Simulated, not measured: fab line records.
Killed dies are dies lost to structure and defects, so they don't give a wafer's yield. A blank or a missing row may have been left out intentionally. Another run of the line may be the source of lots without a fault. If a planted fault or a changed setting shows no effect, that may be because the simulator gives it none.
Which tool is to blame? / flow n5Finfet / Sampling: 22 lots, 66 wafers, 4 of 1938 route steps

## WHAT THE GAUGES SHOWED, per wafer
N5_MOL_CONTACT_COAG_INSPECT_57: inspects for defects (brightfield).
lot=L074; measured=day 5 04:24; on=defectInspect-02; rawDefectCount=211 164 141
lot=L076; measured=day 5 12:46; on=defectInspect-02; rawDefectCount=173 254 168
lot=L075; measured=day 5 13:19; on=defectInspect-02; rawDefectCount=210 289 178
lot=L077; measured=day 5 21:45; on=defectInspect-02; rawDefectCount=171 187 157
lot=L078; measured=day 6 00:33; on=defectInspect-01; rawDefectCount=237 234 208
lot=L079; measured=day 6 14:55; on=defectInspect-01; rawDefectCount=200 208 180
lot=L081; measured=day 6 21:39; on=defectInspect-02; rawDefectCount=195 277 260
lot=L080; measured=day 7 02:11; on=defectInspect-02; rawDefectCount=221 272 263
lot=L082; measured=day 7 07:05; on=defectInspect-02; rawDefectCount=223 174 215
lot=L083; measured=day 7 09:42; on=defectInspect-02; rawDefectCount=194 207 163
lot=L084; measured=day 7 18:29; on=defectInspect-01; rawDefectCount=110 160 158
lot=L085; measured=day 8 00:47; on=defectInspect-01; rawDefectCount=213 175 279
lot=L088; measured=day 8 20:05; on=defectInspect-01; rawDefectCount=221 226 260
lot=L087; measured=day 8 20:09; on=defectInspect-02; rawDefectCount=243 286 184
lot=L089; measured=day 8 23:05; on=defectInspect-01; rawDefectCount=118 161 164
lot=L090; measured=day 9 08:26; on=defectInspect-02; rawDefectCount=213 134 162
lot=L091; measured=day 9 11:56; on=defectInspect-01; rawDefectCount=250 247 250
lot=L092; measured=day 9 14:19; on=defectInspect-01; rawDefectCount=117 128 223
lot=L093; measured=day 9 21:59; on=defectInspect-02; rawDefectCount=198 182 169
lot=L095; measured=day 10 08:19; on=defectInspect-02; rawDefectCount=180 217 183
lot=L096; measured=day 10 16:39; on=defectInspect-01; rawDefectCount=219 182 241
lot=L097; measured=day 10 19:40; on=defectInspect-01; rawDefectCount=206 250 214

N5_MOL_CONTACT_COAG_OVL_MEAS_41.
lot=L074; measured=day 5 06:07; on=overlay-01; VD_OVL (nm)=0.9 0.5 -0.2
lot=L076; measured=day 5 14:10; on=overlay-01; VD_OVL (nm)=1.1 -0.2 -0.7
lot=L075; measured=day 5 14:56; on=overlay-02; VD_OVL (nm)=-0.2 0.2 -0.6
lot=L077; measured=day 5 22:56; on=overlay-02; VD_OVL (nm)=-0.4 0.2 -0.3
lot=L078; measured=day 6 02:08; on=overlay-02; VD_OVL (nm)=0.7 1.3 0.3
lot=L079; measured=day 6 16:14; on=overlay-02; VD_OVL (nm)=-0.2 0.7 0.6
lot=L081; measured=day 6 22:50; on=overlay-01; VD_OVL (nm)=0.6 -0.2 -0.7
lot=L080; measured=day 7 03:52; on=overlay-02; VD_OVL (nm)=0.6 -0.7 -0.3
lot=L082; measured=day 7 08:55; on=overlay-01; VD_OVL (nm)=0.7 1.8 0.3
lot=L083; measured=day 7 11:10; on=overlay-02; VD_OVL (nm)=-1.0 -0.5 -0.4
lot=L084; measured=day 7 20:16; on=overlay-02; VD_OVL (nm)=0.4 -1.0 0.4
lot=L085; measured=day 8 02:13; on=overlay-01; VD_OVL (nm)=-0.7 -0.3 -0.4
lot=L088; measured=day 8 21:57; on=overlay-02; VD_OVL (nm)=1.9 -0.5 2.6
lot=L087; measured=day 8 22:13; on=overlay-02; VD_OVL (nm)=0.9 1.2 0.6
lot=L089; measured=day 9 01:11; on=overlay-02; VD_OVL (nm)=0.6 0.8 0.8
lot=L090; measured=day 9 09:41; on=overlay-01; VD_OVL (nm)=-0.9 -0.1 0.0
lot=L091; measured=day 9 13:17; on=overlay-01; VD_OVL (nm)=-0.7 0.6 -0.5
lot=L092; measured=day 9 16:11; on=overlay-01; VD_OVL (nm)=0.3 0.7 0.4
lot=L093; measured=day 9 23:18; on=overlay-01; VD_OVL (nm)=-0.2 0.0 -0.2
lot=L095; measured=day 10 09:34; on=overlay-01; VD_OVL (nm)=1.2 -0.5 0.1
lot=L096; measured=day 10 17:56; on=overlay-01; VD_OVL (nm)=0.9 0.7 -0.8
lot=L097; measured=day 10 21:01; on=overlay-01; VD_OVL (nm)=0.7 -1.2 0.4

## WHAT TOOL EACH LOT RAN ON (gives the tool, then ch and the chambers of the sampled wafers, and finally the start)
lot=L074; N5_MOL_CONTACT_COAG_ETCH_106=rieDiel-02 ch 0,1,3, day 4 16:53; N5_MOL_CONTACT_COAG_ETCH_90=rieDiel-02 ch 0,2,3, day 5 04:29
lot=L076; N5_MOL_CONTACT_COAG_ETCH_106=rieDiel-02 ch 0,2,3, day 5 03:11; N5_MOL_CONTACT_COAG_ETCH_90=rieDiel-02 ch 0,2,3, day 5 12:56
lot=L075; N5_MOL_CONTACT_COAG_ETCH_106=rieDiel-05 ch 0,1,2, day 5 05:31; N5_MOL_CONTACT_COAG_ETCH_90=rieDiel-02 ch 1,2,3, day 5 13:24
lot=L077; N5_MOL_CONTACT_COAG_ETCH_106=rieDiel-04 ch 0,1,3, day 5 11:14; N5_MOL_CONTACT_COAG_ETCH_90=rieDiel-02 ch 2,3, day 5 21:50
lot=L078; N5_MOL_CONTACT_COAG_ETCH_106=rieDiel-02 ch 0,1,3, day 5 14:36; N5_MOL_CONTACT_COAG_ETCH_90=rieDiel-05 ch 1,2, day 6 00:54
lot=L079; N5_MOL_CONTACT_COAG_ETCH_106=rieDiel-04 ch 0,3, day 6 01:06; N5_MOL_CONTACT_COAG_ETCH_90=rieDiel-05 ch 1,3, day 6 15:00
lot=L081; N5_MOL_CONTACT_COAG_ETCH_106=rieDiel-04 ch 0,2, day 6 12:47; N5_MOL_CONTACT_COAG_ETCH_90=rieDiel-04 ch 0,3, day 6 21:44
lot=L080; N5_MOL_CONTACT_COAG_ETCH_106=rieDiel-04 ch 1,2, day 6 14:56; N5_MOL_CONTACT_COAG_ETCH_90=rieDiel-04 ch 0,2, day 7 02:19
lot=L082; N5_MOL_CONTACT_COAG_ETCH_106=rieDiel-02 ch 0,1,2, day 6 21:43; N5_MOL_CONTACT_COAG_ETCH_90=rieDiel-02 ch 0,2,3, day 7 07:23
lot=L083; N5_MOL_CONTACT_COAG_ETCH_106=rieDiel-05 ch 1,2,3, day 6 23:39; N5_MOL_CONTACT_COAG_ETCH_90=rieDiel-05 ch 2,3, day 7 09:52
lot=L084; N5_MOL_CONTACT_COAG_ETCH_106=rieDiel-05 ch 2,3, day 7 08:51; N5_MOL_CONTACT_COAG_ETCH_90=rieDiel-02 ch 2,3, day 7 18:37
lot=L085; N5_MOL_CONTACT_COAG_ETCH_106=rieDiel-04 ch 0,3, day 7 15:13; N5_MOL_CONTACT_COAG_ETCH_90=rieDiel-05 ch 0,2, day 8 00:52
lot=L088; N5_MOL_CONTACT_COAG_ETCH_106=rieDiel-05 ch 0,2,3, day 8 02:37; N5_MOL_CONTACT_COAG_ETCH_90=rieDiel-05 ch 0,3, day 8 20:11
lot=L087; N5_MOL_CONTACT_COAG_ETCH_106=rieDiel-05 ch 2,3, day 8 04:49; N5_MOL_CONTACT_COAG_ETCH_90=rieDiel-04 ch 0,2,3, day 8 20:17
lot=L089; N5_MOL_CONTACT_COAG_ETCH_106=rieDiel-04 ch 0,3, day 8 10:33; N5_MOL_CONTACT_COAG_ETCH_90=rieDiel-02 ch 0,1, day 8 23:13
lot=L090; N5_MOL_CONTACT_COAG_ETCH_106=rieDiel-05 ch 0,2, day 8 15:46; N5_MOL_CONTACT_COAG_ETCH_90=rieDiel-02 ch 0,1,3, day 9 08:35
lot=L091; N5_MOL_CONTACT_COAG_ETCH_106=rieDiel-04 ch 0,1,2, day 9 01:58; N5_MOL_CONTACT_COAG_ETCH_90=rieDiel-05 ch 0,1,3, day 9 12:03
lot=L092; N5_MOL_CONTACT_COAG_ETCH_106=rieDiel-05 ch 0,1,3, day 9 03:23; N5_MOL_CONTACT_COAG_ETCH_90=rieDiel-05 ch 0,1,3, day 9 14:52
lot=L093; N5_MOL_CONTACT_COAG_ETCH_106=rieDiel-02 ch 0,2,3, day 9 09:58; N5_MOL_CONTACT_COAG_ETCH_90=rieDiel-04 ch 0,2,3, day 9 22:04
lot=L095; N5_MOL_CONTACT_COAG_ETCH_106=rieDiel-04 ch 0,1,3, day 9 22:43; N5_MOL_CONTACT_COAG_ETCH_90=rieDiel-04 ch 0,1,3, day 10 08:25
lot=L096; N5_MOL_CONTACT_COAG_ETCH_106=rieDiel-04 ch 0,1,2, day 10 06:17; N5_MOL_CONTACT_COAG_ETCH_90=rieDiel-04 ch 0,2,3, day 10 16:44
lot=L097; N5_MOL_CONTACT_COAG_ETCH_106=rieDiel-02 ch 1,2, day 10 11:12; N5_MOL_CONTACT_COAG_ETCH_90=rieDiel-05 ch 0,1,3, day 10 19:55
- N5_MOL_CONTACT_COAG_ETCH_106: etches SOC in N2/H2, target depth 80 nm, overetch 16 nm, time 120 s.
- N5_MOL_CONTACT_COAG_ETCH_90: etches SiARC in CF4, target depth 13 nm, time 21.7 s.

## AS READ BY THE TOOLS THEMSELVES (means over the sampled wafers that have a number; for cases with no such wafer, the mark the record gives instead)
N5_MOL_CONTACT_COAG_ETCH_106.
lot=L074; tool=rieDiel-02; drypumpMotorCurrentA (A)=5.4; oesProductAu (a.u.)=0.73; rfVppV (V)=524.2; showerheadPlenumPTorr (Torr)=2.57; throttleValvePct (%)=17.83
lot=L076; tool=rieDiel-02; drypumpMotorCurrentA (A)=5.8; oesProductAu (a.u.)=0.76; rfVppV (V)=523.1; showerheadPlenumPTorr (Torr)=2.51; throttleValvePct (%)=17.67
lot=L075; tool=rieDiel-05; drypumpMotorCurrentA (A)=5.6; oesProductAu (a.u.)=0.70; rfVppV (V)=525.6; showerheadPlenumPTorr (Torr)=2.63; throttleValvePct (%)=17.74
lot=L077; tool=rieDiel-04; drypumpMotorCurrentA (A)=5.4; oesProductAu (a.u.)=0.73; rfVppV (V)=524.9; showerheadPlenumPTorr (Torr)=2.59; throttleValvePct (%)=17.72
lot=L078; tool=rieDiel-02; drypumpMotorCurrentA (A)=5.4; oesProductAu (a.u.)=0.73; rfVppV (V)=524.7; showerheadPlenumPTorr (Torr)=2.56; throttleValvePct (%)=17.86
lot=L079; tool=rieDiel-04; drypumpMotorCurrentA (A)=5.6; oesProductAu (a.u.)=0.74; rfVppV (V)=525.3; showerheadPlenumPTorr (Torr)=2.60; throttleValvePct (%)=17.66
lot=L081; tool=rieDiel-04; drypumpMotorCurrentA (A)=5.8; oesProductAu (a.u.)=0.68; rfVppV (V)=525.9; showerheadPlenumPTorr (Torr)=2.61; throttleValvePct (%)=17.94
lot=L080; tool=rieDiel-04; drypumpMotorCurrentA (A)=5.6; oesProductAu (a.u.)=0.65; rfVppV (V)=524.7; showerheadPlenumPTorr (Torr)=2.60; throttleValvePct (%)=18.00
lot=L082; tool=rieDiel-02; drypumpMotorCurrentA (A)=5.8; oesProductAu (a.u.)=0.68; rfVppV (V)=523.7; showerheadPlenumPTorr (Torr)=2.54; throttleValvePct (%)=17.83
lot=L083; tool=rieDiel-05; drypumpMotorCurrentA (A)=5.6; oesProductAu (a.u.)=0.64; rfVppV (V)=524.2; showerheadPlenumPTorr (Torr)=2.55; throttleValvePct (%)=17.69
lot=L084; tool=rieDiel-05; drypumpMotorCurrentA (A)=5.8; oesProductAu (a.u.)=0.64; rfVppV (V)=524.7; showerheadPlenumPTorr (Torr)=2.59; throttleValvePct (%)=17.40
lot=L085; tool=rieDiel-04; drypumpMotorCurrentA (A)=5.6; oesProductAu (a.u.)=0.72; rfVppV (V)=525.6; showerheadPlenumPTorr (Torr)=2.60; throttleValvePct (%)=17.68
lot=L088; tool=rieDiel-05; drypumpMotorCurrentA (A)=5.7; oesProductAu (a.u.)=0.69; rfVppV (V)=525.4; showerheadPlenumPTorr (Torr)=2.61; throttleValvePct (%)=17.57
lot=L087; tool=rieDiel-05; drypumpMotorCurrentA (A)=5.7; oesProductAu (a.u.)=0.64; rfVppV (V)=523.9; showerheadPlenumPTorr (Torr)=2.54; throttleValvePct (%)=17.50
lot=L089; tool=rieDiel-04; drypumpMotorCurrentA (A)=5.3; oesProductAu (a.u.)=0.76; rfVppV (V)=527.3; showerheadPlenumPTorr (Torr)=2.65; throttleValvePct (%)=17.65
lot=L090; tool=rieDiel-05; drypumpMotorCurrentA (A)=5.7; oesProductAu (a.u.)=0.68; rfVppV (V)=526.7; showerheadPlenumPTorr (Torr)=2.65; throttleValvePct (%)=17.51
lot=L091; tool=rieDiel-04; drypumpMotorCurrentA (A)=5.7; oesProductAu (a.u.)=0.72; rfVppV (V)=524.4; showerheadPlenumPTorr (Torr)=2.56; throttleValvePct (%)=17.79
lot=L092; tool=rieDiel-05; drypumpMotorCurrentA (A)=5.6; oesProductAu (a.u.)=0.75; rfVppV (V)=524.7; showerheadPlenumPTorr (Torr)=2.57; throttleValvePct (%)=17.71
lot=L093; tool=rieDiel-02; drypumpMotorCurrentA (A)=5.8; oesProductAu (a.u.)=0.72; rfVppV (V)=522.3; showerheadPlenumPTorr (Torr)=2.49; throttleValvePct (%)=17.71
lot=L095; tool=rieDiel-04; drypumpMotorCurrentA (A)=5.4; oesProductAu (a.u.)=0.76; rfVppV (V)=524.6; showerheadPlenumPTorr (Torr)=2.58; throttleValvePct (%)=17.63
lot=L096; tool=rieDiel-04; drypumpMotorCurrentA (A)=5.7; oesProductAu (a.u.)=0.71; rfVppV (V)=524.2; showerheadPlenumPTorr (Torr)=2.56; throttleValvePct (%)=17.78
lot=L097; tool=rieDiel-02; drypumpMotorCurrentA (A)=6.2; oesProductAu (a.u.)=0.71; rfVppV (V)=522.6; showerheadPlenumPTorr (Torr)=2.48; throttleValvePct (%)=17.78

N5_MOL_CONTACT_COAG_ETCH_90.
lot=L074; tool=rieDiel-02; drypumpMotorCurrentA (A)=5.8; etchRfOnTimeS (s)=21.9; oesProductAu (a.u.)=0.72; rfVppV (V)=183.8; showerheadPlenumPTorr (Torr)=2.12; throttleValvePct (%)=15.47
lot=L076; tool=rieDiel-02; drypumpMotorCurrentA (A)=5.8; etchRfOnTimeS (s)=22.1; oesProductAu (a.u.)=0.72; rfVppV (V)=183.7; showerheadPlenumPTorr (Torr)=2.11; throttleValvePct (%)=15.46
lot=L075; tool=rieDiel-02; drypumpMotorCurrentA (A)=5.8; etchRfOnTimeS (s)=22.2; oesProductAu (a.u.)=0.67; rfVppV (V)=184.4; showerheadPlenumPTorr (Torr)=2.12; throttleValvePct (%)=15.68
lot=L077; tool=rieDiel-02; drypumpMotorCurrentA (A)=6.2; etchRfOnTimeS (s)=21.9; oesProductAu (a.u.)=0.70; rfVppV (V)=182.6; showerheadPlenumPTorr (Torr)=2.08; throttleValvePct (%)=15.50
lot=L078; tool=rieDiel-05; drypumpMotorCurrentA (A)=5.7; etchRfOnTimeS (s)=21.7; oesProductAu (a.u.)=0.61; rfVppV (V)=183.7; showerheadPlenumPTorr (Torr)=2.19; throttleValvePct (%)=15.49
lot=L079; tool=rieDiel-05; drypumpMotorCurrentA (A)=5.5; etchRfOnTimeS (s)=21.8; oesProductAu (a.u.)=0.59; rfVppV (V)=183.3; showerheadPlenumPTorr (Torr)=2.12; throttleValvePct (%)=15.80
lot=L081; tool=rieDiel-04; drypumpMotorCurrentA (A)=5.6; etchRfOnTimeS (s)=21.7; oesProductAu (a.u.)=0.71; rfVppV (V)=184.8; showerheadPlenumPTorr (Torr)=2.18; throttleValvePct (%)=15.40
lot=L080; tool=rieDiel-04; drypumpMotorCurrentA (A)=5.8; etchRfOnTimeS (s)=21.7; oesProductAu (a.u.)=0.65; rfVppV (V)=184.1; showerheadPlenumPTorr (Torr)=2.17; throttleValvePct (%)=15.59
lot=L082; tool=rieDiel-02; drypumpMotorCurrentA (A)=5.8; etchRfOnTimeS (s)=21.9; oesProductAu (a.u.)=0.69; rfVppV (V)=183.1; showerheadPlenumPTorr (Torr)=2.11; throttleValvePct (%)=15.49
lot=L083; tool=rieDiel-05; drypumpMotorCurrentA (A)=5.8; etchRfOnTimeS (s)=21.9; oesProductAu (a.u.)=0.61; rfVppV (V)=185.1; showerheadPlenumPTorr (Torr)=2.18; throttleValvePct (%)=15.38
lot=L084; tool=rieDiel-02; drypumpMotorCurrentA (A)=6.2; etchRfOnTimeS (s)=21.8; oesProductAu (a.u.)=0.69; rfVppV (V)=182.6; showerheadPlenumPTorr (Torr)=2.08; throttleValvePct (%)=15.53
lot=L085; tool=rieDiel-05; drypumpMotorCurrentA (A)=5.7; etchRfOnTimeS (s)=21.9; oesProductAu (a.u.)=0.64; rfVppV (V)=184.6; showerheadPlenumPTorr (Torr)=2.23; throttleValvePct (%)=15.36
lot=L088; tool=rieDiel-05; drypumpMotorCurrentA (A)=5.6; etchRfOnTimeS (s)=22.1; oesProductAu (a.u.)=0.68; rfVppV (V)=185.0; showerheadPlenumPTorr (Torr)=2.22; throttleValvePct (%)=15.52
lot=L087; tool=rieDiel-04; drypumpMotorCurrentA (A)=5.5; etchRfOnTimeS (s)=21.7; oesProductAu (a.u.)=0.68; rfVppV (V)=184.6; showerheadPlenumPTorr (Torr)=2.21; throttleValvePct (%)=15.53
lot=L089; tool=rieDiel-02; drypumpMotorCurrentA (A)=5.4; etchRfOnTimeS (s)=21.5; oesProductAu (a.u.)=0.75; rfVppV (V)=184.7; showerheadPlenumPTorr (Torr)=2.18; throttleValvePct (%)=15.51
lot=L090; tool=rieDiel-02; drypumpMotorCurrentA (A)=5.4; etchRfOnTimeS (s)=21.8; oesProductAu (a.u.)=0.73; rfVppV (V)=184.2; showerheadPlenumPTorr (Torr)=2.15; throttleValvePct (%)=15.55
lot=L091; tool=rieDiel-05; drypumpMotorCurrentA (A)=5.6; etchRfOnTimeS (s)=21.6; oesProductAu (a.u.)=0.72; rfVppV (V)=184.1; showerheadPlenumPTorr (Torr)=2.17; throttleValvePct (%)=15.51
lot=L092; tool=rieDiel-05; drypumpMotorCurrentA (A)=5.6; etchRfOnTimeS (s)=21.9; oesProductAu (a.u.)=0.71; rfVppV (V)=184.7; showerheadPlenumPTorr (Torr)=2.16; throttleValvePct (%)=15.51
lot=L093; tool=rieDiel-04; drypumpMotorCurrentA (A)=5.5; etchRfOnTimeS (s)=21.5; oesProductAu (a.u.)=0.67; rfVppV (V)=185.0; showerheadPlenumPTorr (Torr)=2.20; throttleValvePct (%)=15.53
lot=L095; tool=rieDiel-04; drypumpMotorCurrentA (A)=5.4; etchRfOnTimeS (s)=21.6; oesProductAu (a.u.)=0.72; rfVppV (V)=183.8; showerheadPlenumPTorr (Torr)=2.16; throttleValvePct (%)=15.29
lot=L096; tool=rieDiel-04; drypumpMotorCurrentA (A)=5.5; etchRfOnTimeS (s)=21.7; oesProductAu (a.u.)=0.67; rfVppV (V)=184.6; showerheadPlenumPTorr (Torr)=2.20; throttleValvePct (%)=15.56
lot=L097; tool=rieDiel-05; drypumpMotorCurrentA (A)=5.6; etchRfOnTimeS (s)=21.6; oesProductAu (a.u.)=0.70; rfVppV (V)=184.3; showerheadPlenumPTorr (Torr)=2.16; throttleValvePct (%)=15.53

## THE ANSWER, worked out from the rows above alone
Rule: usual is defined by the lots themselves. Put in order of their means at a reading, lots are off if they are a third of the lots or fewer, leave a main group of 4 or more, and stand apart from it by a gap of 3 or more times the standard deviation of the main group's means; of several such gaps the widest counts. A main group is skipped when, at the precision printed for the reading in the tables above, its means are all equal. Also off: a lot with no number at a reading for which 4 or more lots have one. Where the step has rows for the other lots, those lots are counted as sound. Order of review: gauges by route order, followed by the tools' own readings, for which a lot's mean as printed above is used. At the first step where some lot is off, the reading lying furthest off is the one used; lots without a number count as furthest.
No lot is off on any of the readings shown, so nothing can be concluded from this.

## WHAT THE SIMULATOR HAD INSERTED
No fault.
